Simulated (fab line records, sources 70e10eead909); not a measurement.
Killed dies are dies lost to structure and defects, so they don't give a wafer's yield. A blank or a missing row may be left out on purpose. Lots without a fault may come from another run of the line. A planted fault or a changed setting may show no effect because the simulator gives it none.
fab line records | flow nand_harc
record lots=14 wafers=42 last_day=33
route steps=1302 shown A_CONTACT@1027 A_BONDPAD@1221 THIN_TSV@1298 END@1302
lots that met no fault: from a run of the same line without faults
start_h: hours from the record's first day to the start of the lot's first wafer shown | wait_h: hours since the lot's step before | " the same as in the row above | L1.1+2: a row that stands for several wafers | - no value, or no start given | * or withheld: withheld | < > ~ a bound
route shown NAME@n: a module of which the file shows steps, and the number in the route of the first | usual: mean/standard deviation of fault-free wafers | same: alike in all rows | chamber/n: place in a boat | sites: the reading at each site | _std_site: their standard deviation | _edge_site: outer sites' mean less inner sites' | radius_mm: how far each site lies from the wafer's centre | mask NAME#n: copy n | behind: the tool/chamber that last shaped the wafer | hold: why the lot was held/for how many hours/how that ended | device: the transistor (n, p or np) that didn't switch | end of line: the same wafers' tests at the end of the route | a step without rows: its recipe alone | killed: dies lost to structure and defects at the first sort, not the wafer's yield | map: a wafer's dies, x killed, . not, _ none there
set.NAME: the setting as run; set.NAME@STEP: as run at that earlier step | model.NAME: the simulator's own value behind a step, which no gauge read
steps of the route over a sample of lots; a table a step, a row a wafer
services: from which hour (start_h, from the record's first day; less than 0 if before it) a tool's chamber was out of use, for how many hours, and why
## steps
# step NHARC_A_CONTACT_DEP_57
# recipe target_thk_a=53000 temp_c=400 material=aC
# usual throttle_valve_pct=35.001/0.0099
# columns lot.wafer tool chamber start_h wait_h throttle_valve_pct
L191.3 acl_dep-01 0 500.91 - 34.984
L191.4 " 0 " " 34.976
L191.6 " 0 502.53 - 35.003
L193.1 acl_dep-01 0 530.32 - 34.987
L193.4 " 0 531.96 - 35.013
L193.5 " 0 " " 35.016
L195.1 acl_dep-03 0 533.13 - 34.999
L195.3 " 0 534.21 - 35.005
L195.4 " 0 " " 34.998
L194.3 acl_dep-01 0 540.80 - 35.001
L194.5 " 0 541.86 - 34.991
L194.6 " 0 " " 34.999
L196.1 acl_dep-03 0 548.60 - 34.998
L196.5 " 0 550.71 - 34.990
L196.6 " 0 " " 34.996
L202.1 acl_dep-01 0 614.22 - 34.988
L202.3 " 0 615.28 - 34.996
L202.4 " 0 " " 35.005
L201.1 acl_dep-03 0 629.94 - 34.996
L201.4 " 0 631.57 - 34.992
L201.6 " 0 632.66 - 35.012
L204.2 acl_dep-01 0 631.13 - 34.982
L204.3 " 0 " " 34.998
L204.6 " 0 633.27 - 35.006
L207.1 acl_dep-03 0 654.32 - 34.997
L207.3 " 0 655.40 - 35.006
L207.5 " 0 656.48 - 35.010
L206.3 acl_dep-02 0 673.36 - 35.000
L206.4 " 0 " " 35.006
L206.6 " 0 674.97 - 34.986
L211.2 acl_dep-02 0 701.27 - 35.005
L211.3 " 0 " " 35.005
L211.4 " 0 " " 35.013
L210.4 acl_dep-01 0 701.90 - 34.994
L210.5 " 0 " " 35.006
L210.6 " 0 " " 35.006
L213.4 acl_dep-01 0 722.19 - 35.000
L213.5 " 0 " " 34.995
L213.6 " 0 " " 35.005
L214.2 acl_dep-02 0 732.87 - 35.014
L214.4 " 0 733.94 - 34.992
L214.6 " 0 735.01 - 35.012
# step NHARC_A_BONDPAD_CD_MEAS_13
# usual cd_nm=499.0/2.1
# columns lot.wafer tool chamber start_h wait_h cd_nm
L191.3 cd_sem-01 - 533.25 - 494.6
L191.4 " - " " 494.2
L191.6 " - " " 496.8
L193.1 cd_sem-02 - 563.06 - 501.8
L193.4 " - " " 495.1
L193.5 " - " " 500.3
L195.1 cd_sem-02 - 566.60 - 496.2
L195.3 " - " " 498.5
L195.4 " - " " 500.0
L194.3 cd_sem-01 - 571.75 - 501.2
L194.5 " - " " 499.5
L194.6 " - " " 496.1
L196.1 cd_sem-01 - 582.67 - 498.4
L196.5 " - " " 501.8
L196.6 " - " " 500.9
L201.1 cd_sem-01 - 669.36 - 498.7
L201.4 " - " " 499.5
L201.6 " - " " 498.7
L207.1 cd_sem-03 - 691.85 - 499.7
L207.3 " - " " 501.7
L207.5 " - " " 500.4
L206.3 cd_sem-03 - 708.75 - 500.3
L206.4 " - " " 496.9
L206.6 " - " " 501.3
L210.4 cd_sem-03 - 732.14 - 500.1
L210.5 " - " " 501.9
L210.6 " - " " 498.0
L211.2 cd_sem-02 - 734.99 - 504.2
L211.3 " - " " 501.2
L211.4 " - " " 497.1
L213.4 cd_sem-02 - 754.94 - 500.0
L213.5 " - " " 496.1
L213.6 " - " " 500.4
L214.2 cd_sem-02 - 768.95 - 500.2
L214.4 " - " " 500.9
L214.6 " - " " 500.2
# step NHARC_A_BONDPAD_STRIP_15
# recipe o2_flow_sccm=500 ar_flow_sccm=0 bias_w=0 chemistry=O2
# usual drypump_motor_current_A=5.7/0.45 oes_product_au=1.000/0.01 rf_vpp_V=57.7/0.87 showerhead_plenum_p_Torr=3.54/0.17 throttle_valve_pct=17.037/0.0096
# columns lot.wafer tool chamber start_h wait_h drypump_motor_current_A oes_product_au rf_hours_counter_h rf_vpp_V showerhead_plenum_p_Torr throttle_valve_pct
L191.4 rie_diel-11 3 533.32 0.1 5.2 0.993 31 58.2 3.36 17.037
L191.3 " 0 " " 6.2 0.989 30 57.7 3.79 17.015
L191.6 " 0 " " 6.2 0.985 - 58.9 3.79 17.033
L193.4 rie_diel-08 2 563.15 0.1 5.9 1.003 0 57.1 3.41 17.035
L193.1 " 3 " " 6.0 1.015 1 57.5 3.66 17.022
L193.5 " 1 " " 6.3 0.998 - 57.7 3.56 17.040
L195.4 rie_diel-08 0 566.67 0.1 4.8 0.994 1 57.3 3.79 17.026
L195.3 " 1 " " 6.3 0.991 0 58.0 3.57 17.042
L195.1 " 2 " " 5.9 0.995 1 55.7 3.41 17.036
L194.3 rie_diel-11 2 571.81 0.1 6.1 0.989 43 58.3 3.44 17.045
L194.6 " 2 " " 6.1 0.992 - 58.6 3.44 17.015
L194.5 " 3 " " 5.2 0.989 - 57.1 3.35 17.033
L196.1 rie_diel-08 0 582.75 0.1 4.8 0.988 1 56.2 3.79 17.039
L196.6 " 0 " " 4.8 0.992 - 59.2 3.79 17.039
L196.5 " 1 " " 6.3 0.998 - 57.5 3.57 17.036
L201.1 rie_diel-08 0 669.47 0.1 4.8 0.990 3 58.8 3.78 17.032
L201.4 " 1 " " 6.3 0.997 2 58.5 3.56 17.039
L201.6 " 2 " " 5.9 1.002 - 57.8 3.41 17.031
L207.3 rie_diel-08 1 691.93 0.1 6.3 0.990 3 59.1 3.56 17.028
L207.1 " 3 " " 6.0 0.998 3 58.5 3.66 17.042
L207.5 " 2 " " 5.9 1.002 - 56.2 3.41 17.035
L206.4 rie_diel-08 0 708.85 0.1 4.8 0.987 4 57.8 3.78 17.034
L206.3 " 1 " " 6.3 0.992 3 57.7 3.56 17.051
L206.6 " 2 " " 5.9 0.996 - 56.3 3.41 17.048
L210.4 rie_diel-08 0 732.25 0.1 4.8 0.993 0 58.8 3.78 17.053
L210.6 " 1 " " 6.3 1.002 - 58.7 3.56 17.047
L210.5 " 2 " " 5.9 0.993 - 57.6 3.41 17.040
L211.2 rie_diel-07 0 735.06 0.1 5.8 0.998 5 56.0 3.29 17.042
L211.3 " 2 " " 5.7 0.994 4 57.8 3.38 17.037
L211.4 " 3 " " 5.4 0.996 6 57.8 3.35 17.045
L213.4 rie_diel-07 3 755.04 0.1 5.4 0.992 7 56.9 3.35 17.037
L213.6 " 1 " " 5.5 0.999 - 57.4 3.69 17.020
L213.5 " 2 " " 5.7 1.002 - 56.5 3.38 17.044
L214.2 rie_diel-11 0 769.02 0.1 6.1 0.994 55 58.2 3.74 17.038
L214.4 " 3 " " 5.1 0.991 52 56.6 3.32 17.026
L214.6 " 0 " " 6.1 1.000 - 57.9 3.74 17.038
# step NHARC_THIN_TSV_CD_MEAS_37
# usual cd_nm=4998.7/2.4
# columns lot.wafer tool chamber start_h wait_h cd_nm
L191.3 cd_sem-03 - 555.04 - 5002.6
L191.4 " - " " 5000.1
L191.6 " - " " 5001.0
L193.1 cd_sem-02 - 585.21 - 5000.3
L193.4 " - " " 5000.7
L193.5 " - " " 5000.5
L195.1 cd_sem-01 - 590.17 - 4993.6
L195.3 " - " " 4997.8
L195.4 " - " " 4999.9
L194.3 cd_sem-01 - 597.48 - 5002.2
L194.5 " - " " 5002.6
L194.6 " - " " 4997.6
L196.1 cd_sem-02 - 604.65 - 4996.7
L196.5 " - " " 4998.0
L196.6 " - " " 5002.1
L201.1 cd_sem-03 - 691.29 - 5004.4
L201.4 " - " " 5003.5
L201.6 " - " " 4999.6
L207.1 cd_sem-03 - 714.06 - 4996.3
L207.3 " - " " 4994.2
L207.5 " - " " 4994.1
L206.3 cd_sem-02 - 730.93 - 4996.8
L206.4 " - " " 4995.4
L206.6 " - " " 4994.9
L210.4 cd_sem-02 - 754.17 - 5000.7
L210.5 " - " " 4995.8
L210.6 " - " " 4995.6
L211.2 cd_sem-03 - 762.66 - 4999.3
L211.3 " - " " 4997.3
L211.4 " - " " 4999.5
L213.4 cd_sem-03 - 780.60 - 4999.4
L213.5 " - " " 4999.5
L213.6 " - " " 4999.3
L214.2 cd_sem-03 - 790.92 - 4999.7
L214.4 " - " " 4997.3
L214.6 " - " " 4998.1
# step NHARC_END_SORT_01
# recipe temp_c=25
# usual killed_at_array=56/18 killed_at_other=1.4/1.5 killed_at_periphery=4/3.1 killed_dies=61/19 killed_open=3.5/1.8 killed_short=2.4/1.4
# same gross_dies=677
# columns lot.wafer tool chamber start_h wait_h killed_at_array killed_at_other killed_at_periphery killed_dies killed_open killed_short
L202.1 prober-02 0 684.31 2.5 666 4 7 677 7 2
L202.3 prober-02 0 685.90 3.1 667 5 5 677 2 3
L202.4 prober-02 0 686.70 3.4 671 0 6 677 3 0
L204.2 prober-02 0 701.93 2.8 672 3 2 677 2 2
L204.3 prober-02 0 702.73 3.1 672 2 3 677 5 5
L204.6 prober-02 0 705.12 4.0 673 2 2 677 5 3
# killed by level:class
L202.1 A_CONTACT:area_dep=616 A_SLIT:chamber_film_flake=29 P_GATE:chamber_film_flake=4 A_CHANNEL_HOLE_D1:chamber_film_flake=4 THIN_TSV:chamber_film_flake=4 A_CHANNEL_FILL_D1:geometric_particle:open=3 A_BLC:geometric_particle:open=3 P_BONDPAD:chamber_film_flake=3
L202.3 A_CONTACT:area_dep=622 A_SLIT:chamber_film_flake=29 THIN_TSV:chamber_film_flake=4 A_CONTACT:chamber_film_flake=3 P_STI:chamber_film_flake=2 P_BONDPAD:chamber_film_flake=2 A_CHANNEL_HOLE_D2:chamber_film_flake=2 A_STAIRCASE:chamber_film_flake=2
L202.4 A_CONTACT:area_dep=625 A_SLIT:chamber_film_flake=36 P_BONDPAD:chamber_film_flake=3 A_CHANNEL_HOLE_D1:chamber_film_flake=3 P_GATE:chamber_film_flake=2 A_CONTACT:chamber_film_flake=2 P_CONTACT:geometric_particle:open=1 A_SGD_CUT:geometric_particle:open=1
L204.2 A_CONTACT:area_dep=643 A_CHANNEL_HOLE_D1:chamber_film_flake=10 A_CONTACT:chamber_film_flake=5 A_CHANNEL_HOLE_D2:chamber_film_flake=4 A_SLIT:chamber_film_flake=3 A_WL_FILL:chamber_film_flake=3 HYBRID_BOND:chamber_film_flake=2 P_CONTACT:geometric_particle:open=1
L204.3 A_CONTACT:area_dep=636 A_CHANNEL_HOLE_D1:chamber_film_flake=18 A_CONTACT:chamber_film_flake=6 A_CHANNEL_FILL_D1:geometric_particle:short=2 A_STAIRCASE:chamber_film_flake=2 P_STI:geometric_particle:open=1 P_CONTACT:geometric_particle:short=1 A_CHANNEL_FILL_D1:geometric_particle:open=1
L204.6 A_CONTACT:area_dep=639 A_CHANNEL_HOLE_D1:chamber_film_flake=14 A_SGD_CUT:geometric_particle:open=3 A_SLIT:chamber_film_flake=3 A_WL_FILL:chamber_film_flake=3 A_CHANNEL_HOLE_D2:chamber_film_flake=2 A_STAIRCASE:chamber_film_flake=2 P_CONTACT:geometric_particle:short=1
## services
# columns tool chamber start_h hours kind
acl_dep-03 - 479.40 13.0 pm
rie_diel-08 0 499.30 - clean
rie_diel-08 1 499.30 - clean
rie_diel-08 2 499.30 - clean
rie_diel-08 3 499.30 - clean
rie_diel-08 0 523.80 - clean
rie_diel-08 1 523.80 - clean
rie_diel-07 1 535.80 6.2 repair
rie_diel-08 - 544.80 9.0 pm
acl_dep-01 - 552.27 13.0 pm
rie_diel-07 1 556.54 21.6 repair
rie_diel-07 - 586.78 0.6 repair
acl_dep-02 - 605.45 13.0 pm
rie_diel-11 - 611.04 9.0 pm
rie_diel-08 3 623.94 3.1 repair
rie_diel-08 1 634.71 13.2 repair
acl_dep-03 - 661.46 13.0 pm
rie_diel-08 3 680.39 5.8 repair
rie_diel-11 0 700.93 5.1 repair
rie_diel-07 - 704.90 9.0 pm
rie_diel-08 - 721.80 9.0 pm
acl_dep-01 - 734.25 13.0 pm
rie_diel-08 0 738.98 54.6 repair
rie_diel-07 0 760.57 15.1 repair
## key
first_sign step=NHARC_END_SORT_01 reading=killed_at_array direction=up sigmas=34 usual=56 struck=670
effect step=NHARC_END_SORT_01 reading=killed_dies direction=up sigmas=32 usual=61 struck=677
more_kills_born_at NHARC_A_CONTACT_DEP_57@acl_dep-01=3781
met_at NHARC_A_CONTACT_DEP_57
struck_lots L202,L204
struck_wafers L202.1,L202.3,L202.4,L204.2,L204.3,L204.6
later_rows_left_out L202.1,L202.3,L202.4,L204.2,L204.3,L204.6
tester_left_out L202,L204
not_acting_at NHARC_A_BONDPAD_CD_MEAS_13,NHARC_A_BONDPAD_STRIP_15,NHARC_THIN_TSV_CD_MEAS_37
onset_between 540.80 614.22
fault kind=process_parameter_drift tool=acl_dep-01 chamber=0 onset_h=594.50 steps=NHARC_A_CONTACT_DEP_57 channel=target_thk_a offset=* shape=step end_h=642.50 acts_in=* stated=*
# tester_left_out: of these lots the tester's yield and bins aren't shown, on N5 and GAA mostly nor the transistor test; their killed dies are dies lost to structure and defects alone, not to doping, threshold or leakage, so they don't give the yield
# later_rows_left_out: the simulator's readings of these wafers behind a module that went badly wrong aren't trusted and aren't shown, but for the sort
